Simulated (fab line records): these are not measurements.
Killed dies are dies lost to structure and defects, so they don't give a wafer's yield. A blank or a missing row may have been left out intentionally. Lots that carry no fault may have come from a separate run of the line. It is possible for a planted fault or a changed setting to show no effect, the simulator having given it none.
fab line records + flow n5Finfet
record
- lots=14
- wafers=37
- lastDay=17
route steps=1938 shown BEOL_M0@716 BEOL_M4@1111
lots with no fault: from the same line, run without faults
startH: the number of hours between the record's first day and the start of the first shown wafer of the lot + waitH: hours from the lot's prior step to this one + " unchanged from the row above + L1.1+2: a single row standing in for several wafers + - no value present, or no start provided + * or withheld: withheld + < > ~ a bound
route shown NAME@n: names a module that has steps shown in the file, with the first one's number in the route + usual: average and standard deviation across the fault-free wafers + same: alike in all rows + chamber/n: place in a boat + sites: readings site by site + _std_site: their standard deviation + _edge_site: the outer-site mean with the inner-site mean subtracted + radiusMm: for every site, how far away it sits from the centre of the wafer + mask NAME#n: copy n + behind: the last tool/chamber to shape the wafer + hold: why the lot went on hold/how many hours it stayed there/how the hold came to an end + device: the n, p or np transistor that did not switch + end of line: tests of these same wafers at the route's end + for a step that has no rows: nothing shown but its recipe + killed: dies lost to structure and defects at the first sort, not the wafer's yield + map: a wafer's dies, marking killed ones x, the rest . and places with no die _
set.NAME: the run value of the setting; set.NAME@STEP: its run value at that earlier step + model.NAME: the simulator's own value behind a step, which no gauge read
route steps across a sampled set of lots; one table per step, one row per wafer
services: a tool's chamber out of use, with start hour (startH, from the record's first day; less than 0 if before it), hours out, and reason
## steps
# step N5_BEOL_M0_HM_OPEN_105
# recipe
- chemistry=Cl2/BCl3
- targetDepthA=120
- target=TiN
- ionEnergyEv=150
- pressureMtorr=10
- icpW=1000
- biasW=126
- Cl2_flow_sccm=53.25
- bcl3FlowSccm=21.75
- Ar_flow_sccm=25
# usual
- drypumpMotorCurrentA=5.64/0.25
- oesProductAu=0.72/0.065
- throttleValvePct=21.99/0.17
| lot.wafer | tool        | chamber | startH | waitH | drypumpMotorCurrentA | oesProductAu | rfHoursCounterH | throttleValvePct |
|-----------|-------------|---------|--------|-------|----------------------|--------------|-----------------|------------------|
| L950.1    | rieMetal-02 | 0       | 114.02 | 0.2   | 5.59                 | 0.82         | 29              | 21.94            |
| L950.2    | "           | 1       | "      | "     | 5.48                 | 0.64         | 103             | 21.80            |
| L951.2    | rieMetal-03 | 1       | 126.01 | 3.0   | 5.14                 | 0.79         | 32              | 21.95            |
| L951.3    | "           | 1       | "      | "     | 5.14                 | 0.79         | -               | 21.95            |
| L951.6    | "           | 1       | "      | "     | 5.14                 | 0.79         | -               | 21.94            |
| L952.1    | rieMetal-02 | 1       | 130.65 | 2.2   | 5.57                 | 0.65         | 105             | 21.80            |
| L952.3    | "           | 1       | "      | "     | 5.56                 | 0.65         | -               | 21.79            |
| L953.2    | rieMetal-03 | 0       | 136.73 | 0.1   | 5.76                 | 0.77         | 51              | 21.89            |
| L953.3    | "           | 1       | "      | "     | 5.11                 | 0.79         | -               | 21.93            |
| L953.6    | "           | 1       | "      | "     | 5.10                 | 0.77         | -               | 21.95            |
| L954.1    | rieMetal-01 | 1       | 142.76 | 3.1   | 5.65                 | 0.62         | 120             | 22.40            |
| L954.2    | "           | 0       | "      | "     | 5.99                 | 0.72         | 68              | 22.02            |
| L954.5    | "           | 0       | "      | "     | 5.98                 | 0.72         | -               | 21.99            |
| L955.1    | rieMetal-01 | 0       | 144.46 | 0.1   | 6.00                 | 0.71         | 68              | 21.99            |
| L955.5    | "           | 1       | "      | "     | 5.65                 | 0.63         | -               | 22.39            |
| L955.6    | "           | 0       | "      | "     | 6.00                 | 0.71         | -               | 21.98            |
| L956.1    | rieMetal-01 | 1       | 151.71 | 2.0   | 5.64                 | 0.63         | 121             | 22.42            |
| L956.2    | "           | 0       | "      | "     | 6.01                 | 0.71         | 69              | 22.00            |
| L956.6    | "           | 0       | "      | "     | 6.02                 | 0.71         | -               | 22.00            |
| L957.3    | rieMetal-03 | 0       | 155.97 | 0.2   | 5.76                 | 0.76         | -               | 21.91            |
| L957.4    | "           | 0       | "      | "     | 5.75                 | 0.76         | -               | 21.92            |
| L960.2    | rieMetal-02 | 1       | 174.59 | 3.9   | 5.53                 | 0.64         | 109             | 21.82            |
| L960.4    | "           | 0       | "      | "     | 5.58                 | 0.80         | -               | 21.95            |
| L960.5    | "           | 0       | "      | "     | 5.58                 | 0.79         | -               | 21.94            |
| L961.1    | rieMetal-02 | 1       | 181.40 | 1.2   | 5.52                 | 0.64         | 109             | 21.80            |
| L961.3    | "           | 0       | "      | "     | 5.59                 | 0.80         | -               | 21.96            |
| L961.6    | "           | 0       | "      | "     | 5.59                 | 0.80         | -               | 21.94            |
| L962.2    | rieMetal-01 | 0       | 188.68 | 0.3   | 6.00                 | 0.72         | -               | 21.99            |
| L962.4    | "           | 0       | "      | "     | 6.00                 | 0.71         | -               | 22.00            |
| L962.6    | "           | 0       | "      | "     | 6.02                 | 0.70         | -               | 22.00            |
| L970.2    | rieMetal-03 | 1       | 233.91 | 1.5   | 5.14                 | 0.75         | 41              | 21.97            |
| L970.5    | "           | 0       | "      | "     | 5.74                 | 0.74         | -               | 21.94            |
| L971.4    | rieMetal-01 | 0       | 243.96 | 2.2   | 5.97                 | 0.70         | -               | 22.01            |
| L971.6    | "           | 0       | "      | "     | 6.03                 | 0.70         | -               | 22.00            |
| L973.1    | rieMetal-03 | 1       | 252.12 | 0.4   | 5.15                 | 0.76         | 42              | 21.97            |
| L973.3    | "           | 1       | "      | "     | 5.14                 | 0.76         | -               | 21.98            |
| L973.4    | "           | 0       | "      | "     | 5.74                 | 0.74         | -               | 21.94            |
# step N5_BEOL_M0_TRENCH_ETCH_107
# recipe
- chemistry=C4F6/O2
- targetDepthA=328
- target=SiOC
- timeS=16.4
- ionEnergyEv=250
- pressureMtorr=30
- sourceW=355
- biasW=185
- Ar_flow_sccm=300
- C4F6_flow_sccm=10
- O2_flow_sccm=10
# usual
- drypumpMotorCurrentA=5.7/0.44
- oesProductAu=0.85/0.065
- rfVppV=667/15
- showerheadPlenumPTorr=2.90/0.084
- throttleValvePct=20.72/0.28
| lot.wafer | tool       | chamber | startH | waitH | drypumpMotorCurrentA | oesProductAu | rfHoursCounterH | rfVppV | showerheadPlenumPTorr | throttleValvePct |
|-----------|------------|---------|--------|-------|----------------------|--------------|-----------------|--------|-----------------------|------------------|
| L950.1    | rieDiel-03 | 3       | 114.54 | 0.0   | 5.6                  | 0.88         | 31              | 698    | 2.90                  | 20.62            |
| L950.2    | "          | 0       | "      | "     | 6.1                  | 0.83         | 75              | 658    | 2.89                  | 21.23            |
| L951.2    | rieDiel-06 | 2       | 126.71 | 0.0   | 5.1                  | 0.91         | 14              | 666    | 2.91                  | 20.41            |
| L951.3    | "          | 1       | "      | "     | 6.1                  | 0.81         | 85              | 662    | 2.76                  | 20.77            |
| L951.6    | "          | 0       | "      | "     | 6.2                  | 0.88         | -               | 683    | 3.00                  | 20.29            |
| L952.1    | rieDiel-06 | 1       | 131.14 | 0.0   | 6.1                  | 0.81         | 88              | 663    | 2.76                  | 20.78            |
| L952.3    | "          | 0       | "      | "     | 6.2                  | 0.88         | 36              | 684    | 3.00                  | 20.29            |
| L953.2    | rieDiel-06 | 1       | 137.24 | 0.0   | 6.1                  | 0.80         | 91              | 663    | 2.76                  | 20.77            |
| L953.3    | "          | 0       | "      | "     | 6.2                  | 0.86         | 39              | 684    | 3.00                  | 20.30            |
| L953.6    | "          | 2       | "      | "     | 5.1                  | 0.89         | -               | 666    | 2.91                  | 20.43            |
| L954.1    | rieDiel-02 | 0       | 143.12 | 0.0   | 6.5                  | 0.96         | 11              | 659    | 2.81                  | 21.11            |
| L954.2    | "          | 3       | "      | "     | 4.9                  | 0.83         | 71              | 658    | 2.89                  | 20.52            |
| L954.5    | "          | 3       | "      | "     | 4.9                  | 0.83         | -               | 658    | 2.89                  | 20.54            |
| L955.1    | rieDiel-03 | 3       | 144.82 | 0.0   | 5.6                  | 0.87         | 41              | 701    | 2.89                  | 20.62            |
| L955.5    | "          | 2       | "      | "     | 5.5                  | 0.92         | -               | 649    | 3.01                  | 20.94            |
| L955.6    | "          | 3       | "      | "     | 5.6                  | 0.87         | -               | 698    | 2.89                  | 20.62            |
| L956.1    | rieDiel-03 | 1       | 153.53 | 0.0   | 5.7                  | 0.94         | 11              | 647    | 3.00                  | 20.53            |
| L956.2    | "          | 2       | "      | "     | 5.5                  | 0.89         | 28              | 648    | 3.00                  | 20.93            |
| L956.6    | "          | 3       | "      | "     | 5.6                  | 0.87         | -               | 699    | 2.89                  | 20.66            |
| L957.3    | rieDiel-06 | 2       | 156.37 | 0.0   | 5.1                  | 0.88         | 27              | 665    | 2.90                  | 20.44            |
| L957.4    | "          | 3       | "      | "     | 5.8                  | 0.88         | 63              | 668    | 3.00                  | 20.66            |
| L960.2    | rieDiel-02 | 3       | 175.33 | 0.0   | 4.9                  | 0.82         | 83              | 658    | 2.89                  | 20.55            |
| L960.4    | "          | 1       | "      | "     | 5.7                  | 0.68         | 255             | 680    | 2.91                  | 20.83            |
| L960.5    | "          | 3       | "      | "     | 4.9                  | 0.82         | -               | 657    | 2.89                  | 20.55            |
| L961.1    | rieDiel-03 | 2       | 181.84 | 0.0   | 5.5                  | 0.89         | 37              | 649    | 3.00                  | 20.96            |
| L961.3    | "          | 1       | "      | "     | 5.7                  | 0.92         | 19              | 647    | 2.99                  | 20.55            |
| L961.6    | "          | 2       | "      | "     | 5.5                  | 0.89         | -               | 649    | 3.00                  | 20.96            |
| L962.2    | rieDiel-02 | 0       | 189.14 | 0.0   | 6.4                  | 0.92         | 29              | 660    | 2.80                  | 21.15            |
| L962.4    | "          | 0       | "      | "     | 6.5                  | 0.93         | -               | 661    | 2.80                  | 21.14            |
| L962.6    | "          | 2       | "      | "     | 5.6                  | 0.68         | -               | 669    | 2.80                  | 20.98            |
| L970.2    | rieDiel-03 | 3       | 234.49 | 0.0   | 5.6                  | 0.82         | 72              | 700    | 2.88                  | 20.67            |
| L970.5    | "          | 3       | "      | "     | 5.6                  | 0.82         | -               | 699    | 2.88                  | 20.70            |
| L971.4    | rieDiel-03 | 3       | 244.32 | 0.0   | 5.6                  | 0.82         | 75              | 699    | 2.88                  | 20.69            |
| L971.6    | "          | 2       | "      | "     | 5.5                  | 0.86         | -               | 648    | 2.99                  | 20.99            |
| L973.1    | rieDiel-02 | 1       | 252.49 | 0.0   | 5.7                  | 0.94         | 11              | 678    | 2.91                  | 20.49            |
| L973.3    | "          | 2       | "      | "     | 5.6                  | 1.00         | 1               | 669    | 2.79                  | 20.59            |
| L973.4    | "          | 3       | "      | "     | 4.9                  | 0.78         | 116             | 658    | 2.87                  | 20.62            |
# step N5_BEOL_M0_PRE_CLEAN_113
# recipe
- gas=H2/He
- timeS=30
- tempC=250
# usual
- heaterPowerW=326/37
| lot.wafer | tool          | chamber | startH | waitH | heaterPowerW |
|-----------|---------------|---------|--------|-------|--------------|
| L950.1    | pvdSputter-02 | -       | 115.34 | 0.0   | 289          |
| L950.2    | "             | -       | "      | "     | 283          |
| L951.2    | pvdSputter-02 | -       | 127.20 | 0.0   | 340          |
| L951.3    | "             | -       | "      | "     | 305          |
| L951.6    | "             | -       | "      | "     | 340          |
| L952.1    | pvdSputter-03 | -       | 131.97 | 0.0   | 324          |
| L952.3    | "             | -       | "      | "     | 374          |
| L953.2    | pvdSputter-03 | -       | 137.90 | 0.0   | 373          |
| L953.3    | "             | -       | "      | "     | 318          |
| L953.6    | "             | -       | "      | "     | 380          |
| L954.1    | pvdSputter-02 | -       | 143.81 | 0.0   | 290          |
| L954.2    | "             | -       | "      | "     | 336          |
| L954.5    | "             | -       | "      | "     | 282          |
| L955.1    | pvdSputter-03 | -       | 145.40 | 0.0   | 322          |
| L955.5    | "             | -       | "      | "     | 315          |
| L955.6    | "             | -       | "      | "     | 377          |
| L956.1    | pvdSputter-01 | -       | 155.42 | 0.0   | 289          |
| L956.2    | "             | -       | "      | "     | 396          |
| L956.6    | "             | -       | "      | "     | 282          |
| L957.3    | pvdSputter-01 | -       | 156.88 | 0.0   | 311          |
| L957.4    | "             | -       | "      | "     | 285          |
| L960.2    | pvdSputter-02 | -       | 175.77 | 0.0   | 283          |
| L960.4    | "             | -       | "      | "     | 340          |
| L960.5    | "             | -       | "      | "     | 301          |
| L961.1    | pvdSputter-02 | -       | 182.92 | 0.0   | 339          |
| L961.3    | "             | -       | "      | "     | 285          |
| L961.6    | "             | -       | "      | "     | 286          |
| L962.2    | pvdSputter-03 | -       | 190.36 | 0.0   | 316          |
| L962.4    | "             | -       | "      | "     | 353          |
| L962.6    | "             | -       | "      | "     | 315          |
| L970.2    | pvdSputter-01 | -       | 235.31 | 0.0   | 353          |
| L970.5    | "             | -       | "      | "     | 277          |
| L971.4    | pvdSputter-01 | -       | 245.49 | 0.0   | 353          |
| L971.6    | "             | -       | "      | "     | 399          |
| L973.1    | pvdSputter-01 | -       | 253.35 | 0.0   | 356          |
| L973.3    | "             | -       | "      | "     | 299          |
| L973.4    | "             | -       | "      | "     | 405          |
# step N5_BEOL_M0_CVD_115
# recipe
- material=Co
- targetThkA=*
- tempC=withheld
- precursor=CCTBA/H2
- pressureTorr=30
- timeS=120
# usual
- runLengthS=142.7/0.64
| lot.wafer | tool     | chamber | startH | waitH | runLengthS |
|-----------|----------|---------|--------|-------|------------|
| L950.1    | cvdCo-02 | 2       | 116.18 | 0.0   | 143.1      |
| L950.2    | "        | 1       | "      | "     | 143.1      |
| L951.2    | cvdCo-01 | 2       | 127.83 | 0.3   | 143.4      |
| L951.3    | "        | 0       | "      | "     | 141.8      |
| L951.6    | "        | 2       | "      | "     | 143.2      |
| L952.1    | cvdCo-02 | 0       | 132.79 | 0.1   | 142.9      |
| L952.3    | "        | 1       | "      | "     | 142.2      |
| L953.2    | cvdCo-02 | 2       | 138.41 | 0.2   | 143.0      |
| L953.3    | "        | 0       | "      | "     | 142.8      |
| L953.6    | "        | 2       | "      | "     | 142.9      |
| L954.1    | cvdCo-02 | 1       | 144.33 | 0.2   | 142.6      |
| L954.2    | "        | 0       | "      | "     | 142.9      |
| L954.5    | "        | 2       | "      | "     | 142.8      |
| L955.1    | cvdCo-01 | 2       | 145.75 | 0.0   | 142.8      |
| L955.5    | "        | 0       | "      | "     | 141.5      |
| L955.6    | "        | 1       | "      | "     | 144.0      |
| L956.1    | cvdCo-01 | 2       | 155.82 | 0.0   | 142.6      |
| L956.2    | "        | 1       | "      | "     | 143.7      |
| L956.6    | "        | 1       | "      | "     | 143.3      |
| L957.3    | cvdCo-01 | 2       | 157.37 | 0.0   | 142.7      |
| L957.4    | "        | 2       | "      | "     | 142.7      |
| L960.2    | cvdCo-01 | 1       | 176.12 | 0.0   | 143.5      |
| L960.4    | "        | 0       | "      | "     | 109.3      |
| L960.5    | "        | 2       | "      | "     | 142.7      |
| L961.1    | cvdCo-01 | 0       | 183.33 | 0.1   | 109.3      |
| L961.3    | "        | 1       | "      | "     | 143.3      |
| L961.6    | "        | 1       | "      | "     | 144.0      |
| L962.2    | cvdCo-02 | 2       | 190.95 | 0.0   | 142.3      |
| L962.4    | "        | 1       | "      | "     | 142.1      |
| L962.6    | "        | 2       | "      | "     | 143.2      |
| L970.2    | cvdCo-02 | 2       | 235.96 | 0.3   | 142.2      |
| L970.5    | "        | 1       | "      | "     | 142.5      |
| L971.4    | cvdCo-02 | 1       | 246.04 | 0.1   | 142.0      |
| L971.6    | "        | 2       | "      | "     | 143.0      |
| L973.1    | cvdCo-01 | 2       | 255.36 | 0.2   | 143.6      |
| L973.3    | "        | 0       | "      | "     | 141.5      |
| L973.4    | "        | 1       | "      | "     | 143.8      |
# step N5_BEOL_M4_RC_MEAS_101
# usual
- DIBL_N=36.3/1.6
- DIBL_P=36.2/2
- IOFF_N=0.160/0.028
- IOFF_P=0.21/0.036
- ION_N=677/11
- ION_P=465/6.9
- SS_N=71.5/0.55
- SS_P=73.3/0.64
- VT_N=250/3
- VT_P=-250/3.5
| lot.wafer | tool      | chamber | startH | waitH | DIBL_N[mV/V] | DIBL_P[mV/V] | IOFF_N[nA/um] | IOFF_P[nA/um] | ION_N[uA/um] | ION_P[uA/um] | SS_N[mV/dec] | SS_P[mV/dec] | VT_N[mV] | VT_P[mV] |
|-----------|-----------|---------|--------|-------|--------------|--------------|---------------|---------------|--------------|--------------|--------------|--------------|----------|----------|
| L950.1    | prober-01 | 0       | 164.88 | 0.0   | 40.7         | 40.5         | 0.246         | 0.30          | 688          | 472          | 71.9         | 73.7         | 243      | -246     |
| L950.2    | "         | 0       | "      | "     | 39.1         | 38.7         | 0.186         | 0.25          | 671          | 466          | 72.2         | 74.2         | 247      | -248     |
| L951.2    | prober-02 | 0       | 168.04 | 0.2   | 35.3         | 35.1         | 0.145         | 0.20          | 682          | 464          | 70.8         | 72.4         | 250      | -248     |
| L951.3    | "         | 0       | "      | "     | 36.1         | 35.6         | 0.159         | 0.21          | 679          | 471          | 70.7         | 72.5         | 248      | -247     |
| L951.6    | "         | 0       | "      | "     | 36.5         | 36.0         | 0.167         | 0.22          | 675          | 462          | 70.7         | 72.9         | 249      | -251     |
| L952.1    | prober-01 | 0       | 172.22 | 0.0   | 32.7         | 32.0         | 0.112         | 0.15          | 668          | 454          | 70.4         | 72.0         | 253      | -257     |
| L952.3    | "         | 0       | "      | "     | 35.3         | 35.6         | 0.149         | 0.19          | 671          | 462          | 71.5         | 72.9         | 249      | -253     |
| L953.2    | prober-01 | 0       | 193.52 | 0.2   | 37.0         | 35.5         | 0.146         | 0.23          | 678          | 464          | 71.7         | 72.9         | 249      | -247     |
| L953.3    | "         | 0       | "      | "     | 38.2         | 37.4         | 0.175         | 0.26          | 678          | 474          | 71.3         | 73.4         | 247      | -245     |
| L953.6    | "         | 0       | "      | "     | 39.1         | 37.2         | 0.185         | 0.27          | 683          | 467          | 72.3         | 73.3         | 247      | -243     |
| L954.1    | prober-01 | 0       | 200.16 | 0.0   | 33.3         | 33.7         | 0.114         | 0.15          | 660          | 456          | 70.6         | 72.6         | 256      | -255     |
| L954.2    | "         | 0       | "      | "     | 34.5         | 34.8         | 0.136         | 0.17          | 679          | 470          | 70.5         | 72.8         | 255      | -252     |
| L954.5    | "         | 0       | "      | "     | 34.5         | 33.9         | 0.139         | 0.16          | 669          | 457          | 71.2         | 73.1         | 252      | -254     |
| L955.1    | prober-02 | 0       | 202.72 | 0.0   | 37.8         | 37.0         | 0.155         | 0.22          | 679          | 473          | 71.5         | 73.6         | 251      | -249     |
| L955.5    | "         | 0       | "      | "     | 38.3         | 36.7         | 0.152         | 0.22          | 662          | 469          | 71.8         | 73.4         | 253      | -248     |
| L955.6    | "         | 0       | "      | "     | 40.5         | 40.7         | 0.222         | 0.30          | 699          | 477          | 72.4         | 74.5         | 246      | -244     |
| L956.1    | prober-01 | 0       | 204.48 | 0.0   | 37.1         | 36.7         | 0.159         | 0.21          | 679          | 467          | 72.0         | 73.0         | 250      | -252     |
| L956.2    | "         | 0       | "      | "     | 37.2         | 35.5         | 0.166         | 0.20          | 671          | 459          | 72.2         | 72.8         | 247      | -250     |
| L956.6    | "         | 0       | "      | "     | 36.6         | 35.7         | 0.150         | 0.19          | 683          | 461          | 71.2         | 72.2         | 249      | -250     |
| L957.3    | prober-01 | 0       | 209.69 | 0.3   | 37.7         | 40.4         | 0.219         | 0.27          | 702          | 478          | 71.6         | 74.7         | 243      | -248     |
| L957.4    | "         | 0       | "      | "     | 35.0         | 36.8         | 0.160         | 0.20          | 675          | 459          | 71.2         | 72.7         | 250      | -252     |
| L961.1    | prober-01 | 0       | 235.13 | 0.0   | 37.4         | 38.2         | 0.186         | 0.24          | 688          | 468          | 72.0         | 74.0         | 246      | -251     |
| L961.3    | "         | 0       | "      | "     | 38.4         | 39.4         | 0.207         | 0.26          | 691          | 466          | 71.6         | 74.6         | 246      | -249     |
| L961.6    | "         | 0       | "      | "     | 36.8         | 37.8         | 0.172         | 0.22          | 670          | 456          | 71.4         | 74.6         | 249      | -252     |
| L960.2    | prober-01 | 0       | 238.57 | 0.2   | 35.6         | 36.5         | 0.143         | 0.18          | 679          | 462          | 71.3         | 73.0         | 252      | -257     |
| L960.4    | "         | 0       | "      | "     | 36.8         | 39.4         | 0.181         | 0.22          | 694          | 470          | 72.5         | 73.3         | 249      | -252     |
| L960.5    | "         | 0       | "      | "     | 35.2         | 38.0         | 0.152         | 0.20          | 671          | 458          | 72.0         | 72.7         | 250      | -255     |
| L962.2    | prober-02 | 0       | 240.42 | 0.2   | 37.0         | 34.4         | 0.143         | 0.18          | 663          | 460          | 71.6         | 73.0         | 253      | -253     |
| L962.4    | "         | 0       | "      | "     | 35.0         | 33.2         | 0.127         | 0.17          | 668          | 463          | 70.7         | 72.5         | 253      | -256     |
| L962.6    | "         | 0       | "      | "     | 35.2         | 32.7         | 0.130         | 0.16          | 673          | 459          | 71.0         | 72.9         | 254      | -257     |
| L970.2    | prober-01 | 0       | 300.23 | 0.2   | 33.4         | 31.5         | 0.118         | 0.16          | 669          | 455          | 71.0         | 72.4         | 252      | -255     |
| L970.5    | "         | 0       | "      | "     | 32.2         | 30.3         | 0.107         | 0.15          | 668          | 461          | 69.9         | 72.7         | 255      | -254     |
| L971.4    | prober-02 | 0       | 300.57 | 0.5   | 34.3         | 34.8         | 0.135         | 0.20          | 665          | 463          | 71.1         | 73.0         | 251      | -249     |
| L971.6    | "         | 0       | "      | "     | 34.5         | 34.4         | 0.128         | 0.18          | 665          | 462          | 70.9         | 73.1         | 253      | -252     |
| L973.1    | prober-02 | 0       | 309.49 | 0.0   | 36.5         | 36.4         | 0.155         | 0.19          | 671          | 453          | 72.0         | 73.5         | 250      | -254     |
| L973.3    | "         | 0       | "      | "     | 35.6         | 35.2         | 0.144         | 0.16          | 678          | 456          | 71.4         | 73.4         | 251      | -257     |
| L973.4    | "         | 0       | "      | "     | 36.0         | 35.8         | 0.139         | 0.17          | 670          | 452          | 71.6         | 73.5         | 249      | -253     |
## services
| tool          | chamber | startH | hours | kind          |
|---------------|---------|--------|-------|---------------|
| rieDiel-06    | -       | 92.52  | 4.2   | repair        |
| rieDiel-03    | 1       | 96.15  | -     | clean         |
| pvdSputter-01 | -       | 107.88 | 1.9   | repair        |
| cvdCo-01      | 0       | 108.77 | 8.2   | repair        |
| cvdCo-02      | -       | 112.32 | 0.3   | repair        |
| cvdCo-01      | 1       | 112.68 | 5.7   | repair        |
| pvdSputter-03 | -       | 117.71 | 8.4   | repair        |
| rieMetal-01   | -       | 117.96 | 0.2   | repair        |
| cvdCo-01      | 1       | 118.40 | -     | clean         |
| cvdCo-01      | 1       | 118.40 | 22.0  | scheduledDown |
| cvdCo-01      | 1       | 118.40 | 22.0  | ventCycle     |
| rieMetal-03   | 1       | 155.58 | 8.0   | repair        |
| cvdCo-01      | 0       | 163.50 | 9.1   | repair        |
| pvdSputter-03 | -       | 169.46 | 17.4  | repair        |
| rieDiel-02    | 2       | 177.14 | 9.3   | repair        |
| rieDiel-02    | 1       | 178.63 | 14.1  | repair        |
| rieMetal-01   | 1       | 186.18 | 2.5   | repair        |
| rieDiel-03    | 1       | 186.86 | 6.5   | repair        |
| rieDiel-03    | 1       | 202.38 | 5.7   | repair        |
| rieDiel-03    | -       | 207.12 | 0.4   | repair        |
| rieDiel-02    | 2       | 220.79 | 6.6   | repair        |
| rieDiel-02    | 3       | 222.10 | 1.4   | repair        |
| rieMetal-03   | -       | 239.70 | 0.5   | repair        |
| rieDiel-03    | 2       | 246.73 | 2.6   | repair        |
## key
firstSign
- step=N5_BEOL_M0_CVD_115
- reading=runLengthS
- direction=down
- sigmas=52
- usual=*
- struck=*
effect none on later readings
metAt N5_BEOL_M0_CVD_115
struckLots L960,L961
struckWafers L960.4,L961.1
sortLeftOut L960.4,L961.1
notActingAt N5_BEOL_M0_HM_OPEN_105,N5_BEOL_M0_TRENCH_ETCH_107,N5_BEOL_M0_PRE_CLEAN_113
onsetBetween 157.37 176.12
fault
- kind=processParameterDrift
- tool=cvdCo-01
- chamber=-
- onsetH=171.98
- steps=N5_BEOL_M0_CVD_115
- channel=timeS
- offset=*
- shape=step
- endH=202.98
- scope=struckWafersOnly
- actsIn=*
- stated=*
# sortLeftOut: the simulated sort isn't trusted on such a fault, so these wafers' sort isn't shown, and their yield isn't known
